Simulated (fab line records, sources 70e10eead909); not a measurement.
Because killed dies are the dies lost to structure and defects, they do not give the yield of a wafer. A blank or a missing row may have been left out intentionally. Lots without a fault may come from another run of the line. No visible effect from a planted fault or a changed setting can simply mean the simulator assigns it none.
Chamber matching :: flow nandHarc :: 4 sister chambers for NHARC_P_GATE_ETCH_104 on rieDiel-03
The step etches the open film in CF4/CHF3, target depth 60 nm. 4 wafers are shown with their chamber, then 8 later ones without.

EACH WAFER AND ITS CHAMBER
wafer: L316.1
chamber: 0
rfVppV (V): 370.1

wafer: L316.3
chamber: 3
rfVppV (V): 366.6

wafer: L319.6
chamber: 1
rfVppV (V): 372.3

wafer: L321.1
chamber: 2
rfVppV (V): 367.7

WAFERS MISSING THEIR CHAMBER
wafer: L321.3
rfVppV (V): 368.6

wafer: L321.5
rfVppV (V): 373.4

wafer: L323.3
rfVppV (V): 372.7

wafer: L323.4
rfVppV (V): 370.9

wafer: L323.6
rfVppV (V): 369.9

wafer: L326.1
rfVppV (V): 368.0

wafer: L326.2
rfVppV (V): 369.5

wafer: L326.6
rfVppV (V): 366.4

EACH ONE'S CHAMBER
wafer: L321.3
from the rows above: can't be placed: 2 or 0 or 3
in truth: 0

wafer: L321.5
from the rows above: 1
in truth: 1

wafer: L323.3
from the rows above: 1
in truth: 1

wafer: L323.4
from the rows above: can't be placed: 0 or 1
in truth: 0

wafer: L323.6
from the rows above: 0
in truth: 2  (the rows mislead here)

wafer: L326.1
from the rows above: can't be placed: 2 or 3
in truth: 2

wafer: L326.2
from the rows above: can't be placed: 0 or 2
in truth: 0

wafer: L326.6
from the rows above: can't be placed: 3 or 2
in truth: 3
2 of 8 placed correctly. Unplaceable from these rows: 5, with the true chamber sitting among the candidates in 5. Number placed wrongly: 1.
How it was worked out, from the rows above alone: a wafer's distance from a chamber is the root of the sum, over the readings, of the square of ((its reading less the chamber's mean) divided by the reading's scatter). If the next closest chamber is less than 2 further off than the closest, the wafer can't be placed; otherwise it belongs to the closest. Each chamber's mean is taken over the wafers shown for it. The scatter: with one shown wafer a chamber, the root of the mean of the squares of how far each hidden wafer lies from its nearest shown one.
